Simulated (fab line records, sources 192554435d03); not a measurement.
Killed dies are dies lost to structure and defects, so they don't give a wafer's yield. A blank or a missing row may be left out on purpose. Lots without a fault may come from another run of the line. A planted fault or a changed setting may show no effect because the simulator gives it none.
A struck lot beside a sound one | flow n5_finfet | 17 steps out of a route of 1938
Sound: wafers L282.1, L282.3, L282.4. Struck: wafer L293.5. (L293.6 of the same lot was not struck and is left out.) The cause comes at the end.
At each step with rows: each side's tool, then ch and its chambers, then its first start. Under that, the readings that differ: sound wafers | struck wafers | difference of the means | sigmas: that difference in standard deviations of wafers without a fault.
alike: readings whose means differ by less than 2 such deviations, and words and numbers that are the same on both sides. not compared: withheld readings, readings that some wafer has no value for, bounds like >300 that may hide the same value, and numbers for which the record gives no deviation and whose values overlap.
The two part at a step that has a row with sigmas, a row that says differs or no value, or rows on one side only. Numbers that don't overlap but have no deviation are shown without sigmas and don't part them. A reading that every wafer of one side lacks parts them only if that side has two wafers or more.

first, 4 steps without rows for these wafers: N5_SDB_SOFTBAKE_06 (time 60 s); N5_SDB_EXPOSE_08 (exposes mask SDB); N5_SDB_PEB_09 (peb time 60 s); N5_SDB_DEVELOP_10 (develop time 30 s).
N5_SDB_CD_MEAS_11: target cd 50 nm.
  sound on cd_sem-01 ch 0, day 4 00:06; struck on cd_sem-03 ch 0, day 6 18:47
  alike: cd_nm
N5_SDB_OVL_MEAS_12:
  sound on overlay-01 ch 0, day 4 00:08; struck on overlay-02 ch 0, day 6 18:49
  alike: SDB_OVL
N5_SDB_INSPECT_13: inspects for defects (brightfield).
  sound on defect_inspect-02, day 4 00:10; struck on defect_inspect-01, day 6 18:50
  alike: raw_defect_count
N5_SDB_DESCUM_16: chemistry O2, time 7.9 s.
  sound on rie_diel-02 ch 0,1,3, day 4 00:31; struck on rie_diel-02 ch 0, day 6 19:28
  alike: drypump_motor_current_A, oes_product_au, rf_vpp_V, showerhead_plenum_p_Torr, throttle_valve_pct
  not compared: rf_hours_counter_h
N5_SDB_ETCH_17: etches SiARC in CF4, target depth 23.4 nm, time 39 s.
  sound on rie_diel-02 ch 0,1,3, day 4 00:34; struck on rie_diel-02 ch 0, day 6 19:31
  alike: bias_w, drypump_motor_current_A, etch_rf_on_time_s, oes_product_au, rf_vpp_V, showerhead_plenum_p_Torr, throttle_valve_pct
  not compared: rf_hours_counter_h
N5_SDB_ETCH_18: etches SOC in N2/H2, target depth 100 nm, overetch 20 nm, time 150 s.
  sound on rie_diel-02 ch 0,1,3, day 4 00:35; struck on rie_diel-02 ch 0, day 6 19:35
  alike: bias_w, drypump_motor_current_A, h2_flow_sccm, oes_product_au, rf_vpp_V, showerhead_plenum_p_Torr, throttle_valve_pct
  not compared: rf_hours_counter_h
then, 1 step without rows for these wafers: N5_SDB_STRIP_19 (strips in N2/H2).
N5_SDB_STRIP_21: strips in CF4.
  sound on rie_diel-02 ch 0,1,3, day 4 00:44; struck on rie_diel-02 ch 0, day 6 19:40
  alike: drypump_motor_current_A, oes_product_au, rf_vpp_V, showerhead_plenum_p_Torr, throttle_valve_pct
  not compared: rf_hours_counter_h
N5_SDB_HM_OPEN_20: chemistry CH3F/O2, target SiNx, stops on poly-Si, target depth 24 nm.
  sound on rie_diel-02 ch 0,1,3, day 4 00:45; struck on rie_diel-02 ch 0, day 6 19:43
  reading                              | sound             | struck  | difference | sigmas
  bias_w (W)                           | 73.25 72.88 73.32 | 72.58   | -0.57      | -3
  over_etch_frac                       | 0.4 0.4 0.4       | 0.64708 | +0.24708   |
  model.SOC_of_SDB_COAT_03.thk_nm (nm) | 83.8 83.6 83.4    | 80.4    | -3.2       |
  alike: drypump_motor_current_A, oes_product_au, rf_vpp_V, showerhead_plenum_p_Torr, throttle_valve_pct
  not compared: rf_hours_counter_h
N5_SDB_STRIP_22: strips in N2/H2.
  sound on plasma_asher-02 ch 0,1, day 4 00:50; struck on plasma_asher-02 ch 0, day 6 19:50
  reading                      | sound          | struck | difference | sigmas
  strip_time_to_endpoint_s (s) | 96.0 95.8 95.6 | 92.9   | -2.9       | -8
  alike: drypump_motor_current_A, h2_flow_sccm, heater_power_w, oes_product_au
  not compared: rf_hours_counter_h
then, 1 step without rows for these wafers: N5_SDB_PRECLEAN_23 (cleans in dHF, time 30 s).
-- the record jumps here: 4 days lie between the struck wafers' starts before and after (it left off in module SDB and takes up again in module BEOL_M4, whose first step shown is number 1111 of the route) --
N5_BEOL_M4_RC_MEAS_101:
  sound on prober-01 ch 0, day 8 07:28; struck on prober-02 ch 0, day 10 22:35
  alike: DIBL_N, DIBL_P, IOFF_N, IOFF_P, ION_N, ION_P, SS_N, SS_P, VT_N, VT_P
-- the record jumps here: 5 days lie between the struck wafers' starts before and after (it left off in module BEOL_M4 and takes up again in module PASSIVATION, whose first step shown is number 1936 of the route) --
N5_PASSIVATION_PROBE_49:
  sound on prober-02, day 13 01:27; struck on prober-01, day 15 16:41
  reading               | sound       | struck | difference | sigmas
  killed_at_contacts    | 8 9 18      | 26     | +14        | +3
  killed_open           | 70 90 78    | 112    | +33        | +3
  sort_bin_6_memory (%) | 3.4 3.9 3.6 | 5.1    | +1.5       | +2
  alike: defect_limited_yield, killed_at_M0_to_M3, killed_at_M4_up, killed_at_front_end, killed_at_other, killed_dies, killed_short, sort_bin_5_function, sort_bin_8_speed, sort_n_pass, sort_yield_pct

WHERE THEY PART
First at N5_SDB_HM_OPEN_20; last, within this record, at N5_PASSIVATION_PROBE_49.

WHY: what the simulator had put in
Process parameter drift: rie_diel-02, from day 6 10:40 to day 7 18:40, at N5_SDB_HM_OPEN_20. Setting over_etch_frac, moved by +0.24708, from 0.4. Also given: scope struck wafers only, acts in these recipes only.
